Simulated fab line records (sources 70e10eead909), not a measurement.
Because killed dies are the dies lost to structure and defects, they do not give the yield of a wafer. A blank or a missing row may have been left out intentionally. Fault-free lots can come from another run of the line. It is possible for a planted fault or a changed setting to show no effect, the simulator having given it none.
fab line records    flow nandHarc
[record] lots = 13  wafers = 39  lastDay = 33
route steps=1302 shown P_GATE@156
lots untouched by any fault: they come from a run of this same line in which no faults occurred
startH: hours from the record's opening day to when the first of the lot's shown wafers began    waitH: time in hours since the lot's previous step    " as in the row above    L1.1+2: a row that stands for several wafers    - no value, or no start was given    * or withheld: withheld    < > ~ a bound
route shown NAME@n: a module of which the file shows steps, and the number in the route of the first    usual: mean and standard deviation over wafers with no fault    same: alike in all rows    chamber/n: place in a boat    sites: the reading at each site    _std_site: standard deviation of those values    _edge_site: inner sites' mean taken away from outer sites' mean    radiusMm: for every site, how far away it sits from the centre of the wafer    mask NAME#n: copy n    behind: tool/chamber where the wafer was last shaped    hold: why the lot was held/for how many hours/how that ended    device: the n, p or np transistor that did not switch    end of line: the route-end tests of the same wafers    step lacking rows: just its recipe    killed: dies that structure and defects cost at the first sort, which is not the same as the wafer's yield    map: shows each die of a wafer: x if killed, . if not, _ if none is there
set.NAME: setting as actually run; set.NAME@STEP: the setting as run at that earlier step    model.NAME: the simulator's own value behind a step, which no gauge read
the route's steps for a sample of lots (tables are steps, rows are wafers)
services: from which hour (startH, from the record's first day; less than 0 if before it) a tool's chamber was out of use, for how many hours, and why
[[steps]]
[step NHARC_P_GATE_ETCHBACK_37]
[recipe] targetDepthA = 345  timeS = 17.2  chf3FlowSccm = 50  o2FlowSccm = 10  arFlowSccm = 200  rfW = 500  biasW = 200  chemistry = CHF3/O2
[usual] chf3FlowSccm = 50.02/0.15  drypumpMotorCurrentA = 5.7/0.48  oesProductAu = 0.938/0.028  rfVppV = 370.5/2.8  showerheadPlenumPTorr = 2.40/0.12  throttleValvePct = 20.573/0.0098
lot.wafer  tool        chamber  startH  waitH  chf3FlowSccm  drypumpMotorCurrentA  oesProductAu  rfHoursCounterH  rfVppV  showerheadPlenumPTorr  throttleValvePct
L696.4     rieDiel-09  1        -       -      50.07         5.7                   0.927         5.6              367.8   2.25                   20.574
L696.1     "           0        "       "      50.39         6.5                   0.919         6.3              368.6   2.35                   20.588
L696.5     "           2        "       "      50.05         5.5                   0.925         -                368.0   2.26                   20.572
L698.1     rieDiel-13  1        -       -      49.93         5.3                   0.969         8.0              373.5   2.54                   20.586
L698.3     "           2        "       "      50.05         5.5                   0.968         9.3              371.9   2.41                   20.569
L698.5     "           1        "       "      49.98         5.4                   0.963         -                373.2   2.54                   20.559
L700.3     rieDiel-13  2        -       -      50.14         5.5                   0.938         9.8              370.1   2.41                   20.576
L700.4     "           0        "       "      50.02         5.9                   0.990         8.7              368.1   2.31                   20.589
L700.2     "           1        "       "      49.91         5.3                   0.921         8.3              372.7   2.54                   20.570
L701.1     rieDiel-04  1        -       -      49.98         5.7                   0.918         7.9              370.9   2.43                   20.568
L701.4     "           2        "       "      49.86         6.8                   0.928         7.4              367.9   2.26                   20.572
L701.6     "           0        "       "      49.75         5.4                   0.928         -                374.9   2.57                   20.588
L702.2     rieDiel-09  2        -       -      50.07         5.5                   0.909         1.6              368.3   2.26                   20.568
L702.4     "           0        "       "      50.39         6.4                   0.917         2.0              369.4   2.34                   20.565
L702.6     "           2        "       "      50.29         5.5                   0.918         -                367.2   2.26                   20.570
L703.3     rieDiel-04  3        -       -      49.92         5.9                   0.901         9.3              369.0   2.35                   20.564
L703.2     "           0        "       "      50.12         5.4                   0.916         8.6              374.5   2.56                   20.562
L703.6     "           0        "       "      50.06         5.3                   0.909         -                374.6   2.57                   20.565
L704.2     rieDiel-09  0        -       -      50.00         6.4                   1.011         3.8              369.9   2.34                   20.584
L704.6     "           1        "       "      50.01         5.7                   1.009         -                366.8   2.25                   20.573
L704.5     "           2        "       "      49.99         5.5                   1.006         -                367.5   2.26                   20.577
L705.2     rieDiel-09  1        -       -      50.02         5.7                   0.923         4.0              365.4   2.25                   20.570
L705.3     "           2        "       "      50.12         5.5                   0.926         3.4              366.5   2.26                   20.560
L705.4     "           1        "       "      50.20         5.7                   0.926         -                367.5   2.25                   20.560
L706.2     rieDiel-09  1        -       -      49.96         5.8                   0.929         4.1              367.9   2.25                   20.563
L706.1     "           3        "       "      49.75         5.4                   0.924         3.5              374.4   2.57                   20.568
L706.6     "           0        "       "      50.07         6.4                   0.924         -                369.5   2.34                   20.575
L709.4     rieDiel-13  1        -       -      50.36         5.3                   0.983         3.1              373.6   2.54                   20.557
L709.2     "           2        "       "      50.05         5.5                   0.985         3.6              371.2   2.41                   20.578
L709.5     "           2        "       "      50.26         5.5                   1.001         -                371.0   2.41                   20.589
L715.1     rieDiel-09  2        -       -      50.05         5.5                   0.905         6.5              369.6   2.26                   20.588
L715.4     "           0        "       "      50.06         6.4                   0.933         7.4              369.6   2.34                   20.579
L715.5     "           2        "       "      49.81         5.5                   0.919         -                368.4   2.26                   20.558
L718.1     rieDiel-04  0        -       -      49.58         5.4                   0.932         10.3             373.9   2.56                   20.579
L718.2     "           1        "       "      50.02         5.8                   0.929         9.0              371.4   2.43                   20.571
L718.6     "           0        "       "      50.06         5.4                   0.939         -                375.3   2.56                   20.576
L719.1     rieDiel-09  3        -       -      49.69         5.4                   0.945         0.4              375.7   2.57                   20.559
L719.3     "           2        "       "      50.09         5.5                   0.936         0.4              366.9   2.26                   20.557
L719.5     "           0        "       "      50.17         6.4                   0.940         -                369.8   2.34                   20.566
[step NHARC_P_GATE_EXPOSE_88]
[recipe] na = 0.6  targetCdNm = 2000  doseMj = 11.87  maskId = P_HVN
[usual] exposureDoseMJCm2 = 11.869/0.01  stageVelMmS = 500.00/0.23
lot.wafer  tool           chamber  startH  waitH  mask     exposureDoseMJCm2  stageVelMmS
L696.1     krfScanner-02  0        116.18  -      P_HVN#0  11.857             500.25
L696.4     "              0        "       "      P_HVN#0  11.855             500.22
L696.5     "              0        "       "      P_HVN#0  11.869             499.99
L698.1     krfScanner-02  0        136.59  -      P_HVN#0  11.882             500.31
L698.3     "              0        "       "      P_HVN#0  11.861             499.94
L698.5     "              0        "       "      P_HVN#0  11.858             500.29
L700.2     krfScanner-02  0        153.13  -      P_HVN#0  11.851             499.72
L700.3     "              0        "       "      P_HVN#0  11.855             500.32
L700.4     "              0        "       "      P_HVN#0  11.873             499.96
L701.1     krfScanner-04  0        158.91  -      P_HVN#0  11.876             500.33
L701.4     "              0        "       "      P_HVN#0  11.862             499.84
L701.6     "              0        "       "      P_HVN#0  11.875             499.80
L702.2     krfScanner-02  0        171.69  -      P_HVN#0  11.878             499.95
L702.4     "              0        "       "      P_HVN#0  11.883             499.86
L702.6     "              0        "       "      P_HVN#0  11.877             499.88
L703.2     krfScanner-03  0        179.45  -      P_HVN#0  11.871             500.27
L703.3     "              0        "       "      P_HVN#0  11.863             499.69
L703.6     "              0        "       "      P_HVN#0  11.873             499.90
L704.2     krfScanner-04  0        193.92  -      P_HVN#0  11.880             500.14
L704.5     "              0        "       "      P_HVN#0  11.887             500.08
L704.6     "              0        "       "      P_HVN#0  11.877             499.64
L705.2     krfScanner-03  0        200.44  -      P_HVN#0  11.863             500.13
L705.3     "              0        "       "      P_HVN#0  11.862             500.00
L705.4     "              0        "       "      P_HVN#0  11.873             500.01
L706.1     krfScanner-03  0        206.50  -      P_PSD#0  11.860             499.95
L706.2     "              0        "       "      P_PSD#0  11.885             500.32
L706.6     "              0        "       "      P_PSD#0  11.860             500.32
L709.2     krfScanner-04  0        238.61  -      P_HVN#0  11.870             500.09
L709.4     "              0        "       "      P_HVN#0  11.871             500.02
L709.5     "              0        "       "      P_HVN#0  11.866             500.37
L715.1     krfScanner-02  0        297.60  -      P_HVN#0  11.865             499.37
L715.4     "              0        "       "      P_HVN#0  11.873             499.91
L715.5     "              0        "       "      P_HVN#0  11.893             499.85
L718.1     krfScanner-03  0        334.03  -      P_HVN#0  11.857             499.75
L718.2     "              0        "       "      P_HVN#0  11.856             500.08
L718.6     "              0        "       "      P_HVN#0  11.874             500.19
L719.1     krfScanner-04  0        346.97  -      P_HVN#0  11.882             499.71
L719.3     "              0        "       "      P_HVN#0  11.869             499.91
L719.5     "              0        "       "      P_HVN#0  11.876             499.86
[step NHARC_P_GATE_CD_MEAS_91]
[recipe] targetCdNm = 2000  landingEnergyEv = 500
[usual] cdNm = 2000.3/1.7
lot.wafer  tool      chamber  startH  waitH  cdNm
L696.1     cdSem-02  0        116.34  -      2002.2
L696.4     "         0        "       "      2000.7
L696.5     "         0        "       "      2000.3
L698.1     cdSem-01  0        136.75  -      2002.8
L698.3     "         0        "       "      2001.6
L698.5     "         0        "       "      2000.9
L700.2     cdSem-02  0        153.28  -      2001.0
L700.3     "         0        "       "      2003.0
L700.4     "         0        "       "      2000.5
L701.1     cdSem-01  0        159.06  -      2000.5
L701.4     "         0        "       "      1998.8
L701.6     "         0        "       "      2001.8
L702.2     cdSem-01  0        171.84  -      2000.1
L702.4     "         0        "       "      2001.0
L702.6     "         0        "       "      2002.5
L703.2     cdSem-02  0        179.61  -      1999.0
L703.3     "         0        "       "      1999.8
L703.6     "         0        "       "      2001.9
L704.2     cdSem-01  0        194.08  -      2002.7
L704.5     "         0        "       "      2002.8
L704.6     "         0        "       "      2000.0
L705.2     cdSem-01  0        200.60  -      2000.5
L705.3     "         0        "       "      1997.9
L705.4     "         0        "       "      1998.7
L706.1     cdSem-02  0        206.65  -      -
L706.2     "         0        "       "      -
L706.6     "         0        "       "      -
L709.2     cdSem-02  0        238.76  -      1999.4
L709.4     "         0        "       "      1997.3
L709.5     "         0        "       "      1997.7
L715.1     cdSem-02  0        297.75  -      2001.4
L715.4     "         0        "       "      2000.5
L715.5     "         0        "       "      1998.4
L718.1     cdSem-03  0        334.19  -      2000.3
L718.2     "         0        "       "      1997.9
L718.6     "         0        "       "      1998.8
L719.1     cdSem-01  0        347.13  -      1998.3
L719.3     "         0        "       "      1996.1
L719.5     "         0        "       "      2000.2
[step NHARC_P_GATE_RTA_64]
[recipe] tempC = 1050  timeS = 1
[usual] lampPowerPct = 38.4/0.81  lamp_zone_2_pct = 38.4/0.82  wafer_temp_C_max = 1054.9/2.1
lot.wafer  tool          chamber  startH  waitH  lampPowerPct  lamp_zone_2_pct  wafer_temp_C_max
L696.1     rtpAnneal-01  0        118.15  -      39.2          39.3             1053.0
L696.4     "             0        "       "      39.3          39.3             1052.7
L696.5     "             0        "       "      39.2          39.3             1052.3
L698.1     rtpAnneal-01  0        138.55  -      39.1          39.2             1053.4
L698.3     "             0        "       "      39.2          39.2             1052.7
L698.5     "             0        "       "      39.3          39.2             1052.6
L700.2     rtpAnneal-01  0        155.11  -      39.3          39.2             1052.5
L700.3     "             0        "       "      39.2          39.3             1052.7
L700.4     "             0        "       "      39.2          39.3             1052.8
L701.1     rtpAnneal-02  0        160.89  -      37.6          37.7             1055.7
L701.4     "             0        "       "      37.7          37.6             1054.8
L701.6     "             0        "       "      37.6          37.7             1057.6
L702.2     rtpAnneal-01  0        173.67  -      39.2          39.2             1053.0
L702.4     "             0        "       "      39.2          39.2             1054.8
L702.6     "             0        "       "      39.3          39.3             1051.9
L703.2     rtpAnneal-01  0        181.44  -      39.2          39.2             1052.9
L703.3     "             0        "       "      39.2          39.2             1052.7
L703.6     "             0        "       "      39.3          39.2             1053.1
L704.2     rtpAnneal-02  0        195.93  -      37.6          37.5             1055.9
L704.5     "             0        "       "      37.6          37.6             1058.1
L704.6     "             0        "       "      37.6          37.6             1055.5
L705.2     rtpAnneal-02  0        202.43  -      37.6          37.7             1055.9
L705.3     "             0        "       "      37.6          37.6             1057.1
L705.4     "             0        "       "      37.6          37.6             1056.6
L706.1     rtpAnneal-02  0        208.48  -      37.6          37.6             1056.0
L706.2     "             0        "       "      37.7          37.6             1056.9
L706.6     "             0        "       "      37.6          37.6             1056.7
L709.2     rtpAnneal-02  0        240.62  -      37.6          37.6             1056.6
L709.4     "             0        "       "      37.6          37.7             1056.7
L709.5     "             0        "       "      37.6          37.7             1056.0
L715.1     rtpAnneal-01  0        299.56  -      39.2          39.2             1052.8
L715.4     "             0        "       "      39.3          39.3             1054.1
L715.5     "             0        "       "      39.3          39.3             1052.3
L718.1     rtpAnneal-02  0        336.02  -      37.6          37.7             1056.2
L718.2     "             0        "       "      37.7          37.6             1056.4
L718.6     "             0        "       "      37.6          37.7             1057.0
L719.1     rtpAnneal-02  0        348.95  -      37.7          37.6             1059.4
L719.3     "             0        "       "      37.6          37.6             1056.3
L719.5     "             0        "       "      37.6          37.6             1056.3
[step NHARC_P_GATE_INSPECT_68]
[usual] rawDefectCount = 200/75
lot.wafer  tool              chamber  startH  waitH  rawDefectCount
L696.1     defectInspect-02  -        119.41  0.2    260
L696.4     "                 -        "       "      174
L696.5     "                 -        "       "      155
L698.1     defectInspect-02  -        139.80  0.2    166
L698.3     "                 -        "       "      125
L698.5     "                 -        "       "      120
L700.2     defectInspect-01  -        156.36  0.1    97
L700.3     "                 -        "       "      96
L700.4     "                 -        "       "      126
L701.1     defectInspect-01  -        162.14  0.2    168
L701.4     "                 -        "       "      86
L701.6     "                 -        "       "      233
L702.2     defectInspect-01  -        174.91  0.1    138
L702.4     "                 -        "       "      125
L702.6     "                 -        "       "      308
L703.2     defectInspect-02  -        182.72  0.1    140
L703.3     "                 -        "       "      201
L703.6     "                 -        "       "      327
L704.2     defectInspect-02  -        197.16  0.1    292
L704.5     "                 -        "       "      308
L704.6     "                 -        "       "      274
L705.2     defectInspect-02  -        203.66  0.1    149
L705.3     "                 -        "       "      158
L705.4     "                 -        "       "      195
L706.1     defectInspect-02  -        209.73  0.2    237
L706.2     "                 -        "       "      408
L706.6     "                 -        "       "      166
L709.2     defectInspect-02  -        241.85  0.1    181
L709.4     "                 -        "       "      150
L709.5     "                 -        "       "      321
L715.1     defectInspect-01  -        300.82  0.2    110
L715.4     "                 -        "       "      276
L715.5     "                 -        "       "      253
L718.1     defectInspect-01  -        337.33  0.2    134
L718.2     "                 -        "       "      134
L718.6     "                 -        "       "      260
L719.1     defectInspect-02  -        350.20  0.2    309
L719.3     "                 -        "       "      161
L719.5     "                 -        "       "      237
[[services]]
tool           chamber  startH  hours  kind
krfScanner-02  -        94.00   4.0    pm
rieDiel-04     2        109.66  6.8    repair
krfScanner-02  -        125.07  0.7    repair
rieDiel-13     0        137.45  3.9    repair
rieDiel-09     -        143.13  9.0    pm
krfScanner-02  -        155.64  1.2    repair
rieDiel-13     3        155.95  2.7    repair
rieDiel-13     2        158.24  3.8    repair
krfScanner-03  -        161.55  1.0    repair
rieDiel-13     -        165.41  9.0    pm
rieDiel-04     -        177.97  9.0    pm
krfScanner-04  -        182.00  4.0    pm
rieDiel-09     -        182.81  0.9    repair
krfScanner-03  -        224.00  4.0    pm
rieDiel-09     0        227.22  16.6   repair
rieDiel-09     2        227.75  3.5    repair
krfScanner-02  -        236.71  1.9    repair
krfScanner-02  -        254.01  0.1    repair
krfScanner-02  -        266.00  4.0    pm
rieDiel-09     2        311.39  3.0    repair
krfScanner-02  -        316.87  0.8    repair
rieDiel-09     -        320.13  9.0    pm
krfScanner-02  -        336.57  0.2    repair
rieDiel-13     -        342.41  9.0    pm
[[key]]
[firstSign] step = NHARC_P_GATE_EXPOSE_88  reading = mask  direction = changed
[effect] step = NHARC_P_GATE_CD_MEAS_91  reading = cdNm  direction = missing
metAt NHARC_P_GATE_EXPOSE_88
struckLots L706
laterRowsLeftOut L706.1,L706.2,L706.6
sortLeftOut L706.1,L706.2,L706.6
testerLeftOut L706
notActingAt NHARC_P_GATE_ETCHBACK_37,NHARC_P_GATE_RTA_64,NHARC_P_GATE_INSPECT_68
onsetBetween 200.44 206.50
[fault] kind = wrongMask  tool = any  chamber = -  onsetH = 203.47  steps = NHARC_P_GATE_EXPOSE_88  auxCopy = P_PSD#0  scope = struckLotsOnly
// testerLeftOut: of these lots the tester's yield and bins aren't shown, on N5 and GAA mostly nor the transistor test; their killed dies are dies lost to structure and defects alone, not to doping, threshold or leakage, so they don't give the yield
// sortLeftOut: the simulated sort isn't trusted on such a fault, so these wafers' sort isn't shown, and their yield isn't known
// laterRowsLeftOut: the simulator's readings of these wafers behind a module that went badly wrong aren't trusted and aren't shown, but for the sort
